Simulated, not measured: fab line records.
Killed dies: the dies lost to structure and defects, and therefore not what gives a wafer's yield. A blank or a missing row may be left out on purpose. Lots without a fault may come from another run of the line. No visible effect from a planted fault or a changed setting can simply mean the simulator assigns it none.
fab line records | flow nandHarc
[record] lots = 5 | wafers = 14 | lastDay = 24
route steps=1159 shown A_ONON_D1@445 A_CHANNEL_HOLE_D1@450 END@1159
lots with no fault: from the same line, run without faults
startH: hours from the record's first day to the start of the lot's first wafer shown | waitH: hours since the lot's step before | " repeats the value in the row above | L1.1+2: one row covering several wafers at once | - no value, or no start given | * or withheld: withheld | < > ~ a bound
route shown NAME@n: a module of which the file shows steps, and the number in the route of the first | usual: mean/standard deviation of fault-free wafers | same: alike in all rows | chamber/n: place in a boat | sites: the reading at each site | _std_site: the standard deviation of these | _edge_site: outer sites' mean less inner sites' | radiusMm: how far each site lies from the wafer's centre | mask NAME#n: copy n | behind: the tool/chamber that last shaped the wafer | hold: what put the lot on hold/how long, in hours/how the hold closed | device: transistor that didn't switch, given as n, p or np | end of line: the route-end tests of the same wafers | for a step that has no rows: nothing shown but its recipe | killed: dies lost to structure and defects at the first sort, not the wafer's yield | map: a wafer's dies, marking killed ones x, the rest . and places with no die _
set.NAME: the setting as run; set.NAME@STEP: as run at that earlier step | model.NAME: the simulator's own value behind a step, which no gauge read
lots seen at some steps along the route; tables by step, rows by wafer
services: a tool's chamber out of use, with start hour (startH, from the record's first day; less than 0 if before it), hours out, and reason
[[steps]]
[step NHARC_A_ONON_D1_THK_MEAS_30]
[recipe] thkMeasGauge = ellipsometry
[usual] thkNm = 999/10
lot.wafer | tool         | chamber | startH | waitH | thkNm
L764.2    | filmMetro-01 | -       | 192.39 | -     | 1002
L764.3    | "            | -       | "      | "     | 1002
L764.5    | "            | -       | "      | "     | 1000
L767.1    | filmMetro-01 | -       | 196.88 | -     | 994
L767.2    | "            | -       | "      | "     | 993
L767.6    | "            | -       | "      | "     | 994
L774.3    | filmMetro-01 | -       | 246.55 | -     | 1000
L774.4    | "            | -       | "      | "     | 1000
L781.1    | filmMetro-01 | -       | 276.58 | -     | 990
L781.2    | "            | -       | "      | "     | 989
L781.4    | "            | -       | "      | "     | 991
L785.1    | filmMetro-02 | -       | 308.64 | -     | 990
L785.2    | "            | -       | "      | "     | 993
L785.4    | "            | -       | "      | "     | 992
[step NHARC_A_ONON_D1_DEP_33]
[recipe] targetThkA = 2000 | tempC = 400 | pressureTorr = 6.5 | rfW = 900 | teosFlowSccm = 161.4 | flowSccm = 2650 | targetThkNm = 200 | gas = O2 | material = SiO2
[usual] flowSccm = 2650/7.5 | heaterPowerW = 519/70 | throttleValvePct = 16.0/0.57
lot.wafer | tool     | chamber | startH | waitH | flowSccm | heaterPowerW | throttleValvePct
L764.3    | pecvd-01 | 0       | 192.45 | 0.1   | 2651     | 515          | 14.7
L764.2    | "        | 1       | "      | "     | 2651     | 616          | 16.1
L764.5    | "        | 0       | "      | "     | 2652     | 538          | 14.8
L767.1    | pecvd-01 | 2       | 196.93 | 0.1   | 2645     | 608          | 15.5
L767.2    | "        | 0       | "      | "     | 2640     | 634          | 14.4
L767.6    | "        | 1       | "      | "     | 2656     | 626          | 16.3
L774.3    | pecvd-04 | 0       | 247.19 | 0.6   | 2648     | 518          | 15.8
L774.4    | "        | 0       | "      | "     | 2660     | 519          | 16.1
L781.1    | pecvd-04 | 1       | 276.68 | 0.1   | 2643     | 530          | 16.3
L781.2    | "        | 2       | "      | "     | 2626     | 443          | 17.1
L781.4    | "        | 1       | "      | "     | 2646     | 542          | 16.1
L785.2    | pecvd-02 | 1       | 308.69 | 0.1   | 2639     | 466          | 16.4
L785.1    | "        | 0       | "      | "     | 2667     | 448          | 16.3
L785.4    | "        | 1       | "      | "     | 2638     | 484          | 16.4
[step NHARC_A_ONON_D1_THK_MEAS_34]
[recipe] thkMeasGauge = ellipsometry
[usual] thkNm = 201.0/3
lot.wafer | tool         | chamber | startH | waitH | thkNm
L764.2    | filmMetro-01 | -       | 192.86 | -     | 196.5
L764.3    | "            | -       | "      | "     | 200.9
L764.5    | "            | -       | "      | "     | 203.3
L767.1    | filmMetro-01 | -       | 197.35 | -     | 203.0
L767.2    | "            | -       | "      | "     | 201.4
L767.6    | "            | -       | "      | "     | 204.7
L774.3    | filmMetro-01 | -       | 247.51 | -     | 202.6
L774.4    | "            | -       | "      | "     | 207.7
L781.1    | filmMetro-02 | -       | 277.10 | -     | 200.1
L781.2    | "            | -       | "      | "     | 198.2
L781.4    | "            | -       | "      | "     | 202.1
L785.1    | filmMetro-02 | -       | 309.11 | -     | 200.0
L785.2    | "            | -       | "      | "     | 195.9
L785.4    | "            | -       | "      | "     | 202.8
[step NHARC_A_ONON_D1_INSPECT_32]
[usual] rawDefectCount = 71/24
lot.wafer | tool             | chamber | startH | waitH | rawDefectCount
L764.2    | defectInspect-01 | -       | 192.92 | 0.0   | 203
L764.3    | "                | -       | "      | "     | 68
L764.5    | "                | -       | "      | "     | 93
L767.1    | defectInspect-02 | -       | 197.41 | 0.0   | 89
L767.2    | "                | -       | "      | "     | 104
L767.6    | "                | -       | "      | "     | 70
L774.3    | defectInspect-01 | -       | 247.60 | 0.0   | 102
L774.4    | "                | -       | "      | "     | 107
L781.1    | defectInspect-02 | -       | 277.18 | 0.0   | 98
L781.2    | "                | -       | "      | "     | 91
L781.4    | "                | -       | "      | "     | 84
L785.1    | defectInspect-01 | -       | 309.18 | 0.0   | 74
L785.2    | "                | -       | "      | "     | 82
L785.4    | "                | -       | "      | "     | 64
[step NHARC_A_CHANNEL_HOLE_D1_DEP_00]
[recipe] targetThkA = 31000 | tempC = 400 | material = aC
[usual] throttleValvePct = 34.999/0.0083
lot.wafer | tool      | chamber | startH | waitH | throttleValvePct
L764.2    | aclDep-02 | 0       | 193.30 | 0.4   | 35.015
L764.3    | "         | 0       | "      | "     | 35.000
L764.5    | "         | 0       | "      | "     | 34.985
L767.1    | aclDep-02 | 0       | 197.48 | 0.1   | 35.001
L767.2    | "         | 0       | "      | "     | 35.000
L767.6    | "         | 0       | 199.08 | 1.7   | 34.999
L774.3    | aclDep-01 | 0       | 250.25 | 2.6   | 35.008
L774.4    | "         | 0       | "      | "     | 34.987
L781.1    | aclDep-01 | 0       | 278.66 | 1.5   | 34.987
L781.2    | "         | 0       | "      | "     | 35.016
L781.4    | "         | 0       | "      | "     | 35.000
L785.1    | aclDep-01 | 0       | 310.22 | 1.0   | 35.003
L785.2    | "         | 0       | "      | "     | 34.991
L785.4    | "         | 0       | "      | "     | 35.001
[step NHARC_A_CHANNEL_HOLE_D1_DEP_01]
[recipe] targetThkA = 1400 | targetThkNm = 140 | tempC = 400 | pressureTorr = 3.5 | flowSccm = 200 | rfW = 350 | material = SiON
[usual] heaterPowerW = 753/89
lot.wafer | tool     | chamber | startH | waitH | heaterPowerW
L764.3    | pecvd-03 | 0       | 195.11 | 1.2   | 802
L764.2    | "        | 2       | "      | "     | 1001
L764.5    | "        | 1       | "      | "     | 810
L767.1    | pecvd-02 | 0       | 199.46 | 1.7   | 729
L767.2    | "        | 1       | "      | "     | 706
L767.6    | "        | 1       | "      | "     | 725
L774.3    | pecvd-01 | 1       | 251.73 | 1.2   | 728
L774.4    | "        | 2       | "      | "     | 726
L781.1    | pecvd-03 | 0       | 280.61 | 1.6   | 792
L781.2    | "        | 1       | "      | "     | 768
L781.4    | "        | 1       | "      | "     | 765
L785.1    | pecvd-02 | 1       | 312.19 | 1.6   | 637
L785.2    | "        | 2       | "      | "     | 660
L785.4    | "        | 1       | "      | "     | 648
[step NHARC_A_CHANNEL_HOLE_D1_DEHYDRATE_02]
[recipe] tempC = 150 | timeS = 120
[step NHARC_A_CHANNEL_HOLE_D1_HMDS_03]
[recipe] timeS = 30
[step NHARC_A_CHANNEL_HOLE_D1_COAT_36]
[recipe] tempC = 260 | timeS = 75
[step NHARC_A_CHANNEL_HOLE_D1_COAT_37]
[recipe] tempC = 225 | timeS = 65
[step NHARC_A_CHANNEL_HOLE_D1_COAT_04]
[recipe] spinRpm = 1500 | resistThkNm = 90
[step NHARC_A_CHANNEL_HOLE_D1_SOFTBAKE_05]
[recipe] tempC = 105 | timeS = 55
[usual] heaterPowerTotalW = 188.45/0.13 | resistLineTempC = 22.99/0.1
lot.wafer | tool          | chamber | startH | waitH | heaterPowerTotalW | resistLineTempC
L764.2    | lithoTrack-06 | 0       | 195    | -     | 188.42            | 23.04
L764.3    | "             | 0       | "      | "     | 188.66            | 23.01
L764.5    | "             | 0       | "      | "     | 188.41            | 23.04
L767.1    | lithoTrack-01 | 0       | 199    | -     | 188.30            | 22.98
L767.2    | "             | 0       | "      | "     | 188.56            | 22.95
L767.6    | "             | 0       | "      | "     | 188.43            | 22.93
L774.3    | lithoTrack-01 | 0       | 252    | -     | 188.48            | 22.94
L774.4    | "             | 0       | "      | "     | 322.91            | 22.82
L781.1    | lithoTrack-04 | 0       | 280    | -     | 188.25            | 22.99
L781.2    | "             | 0       | "      | "     | 188.23            | 22.99
L781.4    | "             | 0       | "      | "     | 188.45            | 23.12
L785.1    | lithoTrack-06 | 0       | 312    | -     | 188.39            | 22.99
L785.2    | "             | 0       | "      | "     | 188.49            | 22.98
L785.4    | "             | 0       | "      | "     | 188.70            | 23.04
[step NHARC_A_CHANNEL_HOLE_D1_EBR_06]
[step NHARC_END_SORT_01]
[recipe] tempC = 25
[usual] killedAtArray = 26/11 | killedAtOther = 0.6/1 | killedAtPeriphery = 3.1/2.1 | killedDies = 30/11 | killedOpen = 3.4/1.8 | killedShort = 2.1/1.5
[same] grossDies = 677
lot.wafer | tool      | chamber | startH | waitH | killedAtArray | killedAtOther | killedAtPeriphery | killedDies | killedOpen | killedShort
L767.1    | prober-02 | 0       | 465.16 | 2.5   | 17            | 1             | 4                 | 22         | 2          | 1
L767.2    | prober-02 | 0       | 465.96 | 2.8   | 24            | 3             | 9                 | 36         | 3          | 6
L767.6    | prober-02 | 0       | 469.14 | 4.0   | 27            | 1             | 6                 | 34         | 3          | 3
// killed by level:class
L767.1 A_SLIT:chamberFilmFlake=13 P_M1:chamberFilmFlake=2 P_CONTACT:geometricParticle:open=1 A_CHANNEL_FILL_D1:geometricParticle:short=1 A_STAIRCASE:geometricParticle:open=1 P_ZERO_WELL:chamberFilmFlake=1 A_CHANNEL_HOLE_D1:chamberFilmFlake=1 A_STAIRCASE:chamberFilmFlake=1
L767.2 A_SLIT:chamberFilmFlake=15 A_ONON_D1:geometricParticle:short=3 THIN_TSV:chamberFilmFlake=3 P_M0:geometricParticle:short=2 P_ZERO_WELL:chamberFilmFlake=2 P_M1:chamberFilmFlake=2 P_GATE:geometricParticle:open=1 P_CONTACT:geometricParticle:open=1
L767.6 A_SLIT:chamberFilmFlake=10 A_CHANNEL_HOLE_D1:chamberFilmFlake=7 A_STAIRCASE:chamberFilmFlake=3 A_ONON_D1:geometricParticle:open=2 P_ZERO_WELL:chamberFilmFlake=2 A_CONTACT:chamberFilmFlake=2 P_M0:geometricParticle:short=1 P_M0:geometricParticle:open=1
[[services]]
tool          | chamber | startH | hours | kind
aclDep-02     | -       | 169.20 | 13.0  | pm
pecvd-01      | 0       | 176.50 | 5.0   | repair
pecvd-01      | -       | 179.90 | 1.5   | repair
pecvd-04      | -       | 195.11 | 13.0  | pm
pecvd-04      | 0       | 195.11 | 13.0  | ventCycle
pecvd-03      | 0       | 199.42 | 6.3   | repair
pecvd-01      | -       | 237.47 | 13.0  | pm
pecvd-01      | 0       | 237.47 | 13.0  | ventCycle
pecvd-01      | 1       | 237.47 | 13.0  | ventCycle
pecvd-01      | 2       | 237.47 | 13.0  | ventCycle
pecvd-01      | 0       | 250.47 | -     | clean
pecvd-01      | 1       | 250.47 | -     | clean
pecvd-01      | 2       | 250.47 | -     | clean
pecvd-03      | 1       | 261.52 | 1.9   | repair
lithoTrack-01 | -       | 268.00 | 7.0   | pm
lithoTrack-06 | -       | 292.00 | 7.0   | pm
pecvd-03      | -       | 292.13 | 13.0  | pm
pecvd-03      | 0       | 292.13 | 13.0  | ventCycle
pecvd-03      | 1       | 292.13 | 13.0  | ventCycle
pecvd-03      | 2       | 292.13 | 13.0  | ventCycle
aclDep-01     | -       | 294.47 | 13.0  | pm
pecvd-03      | 0       | 305.13 | -     | clean
pecvd-03      | 1       | 305.13 | -     | clean
pecvd-03      | 2       | 305.13 | -     | clean
[[key]]
[firstSign] step = NHARC_A_CHANNEL_HOLE_D1_SOFTBAKE_05 | reading = heaterPowerTotalW | direction = up | sigmas = 99+ | usual = * | struck = *
effect none on later readings
metAt NHARC_A_CHANNEL_HOLE_D1_SOFTBAKE_05
struckWafers L774.4
testerLeftOut L774
onsetBetween 199 252
[fault] kind = processParameterDrift | tool = lithoTrack-01 | chamber = - | onsetH = 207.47 | steps = NHARC_A_CHANNEL_HOLE_D1_SOFTBAKE_05 | channel = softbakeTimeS | offset = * | shape = step | endH = 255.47 | scope = struckWafersOnly | actsIn = * | stated = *
// testerLeftOut: of these lots the tester's yield and bins aren't shown, on N5 and GAA mostly nor the transistor test; their killed dies are dies lost to structure and defects alone, not to doping, threshold or leakage, so they don't give the yield
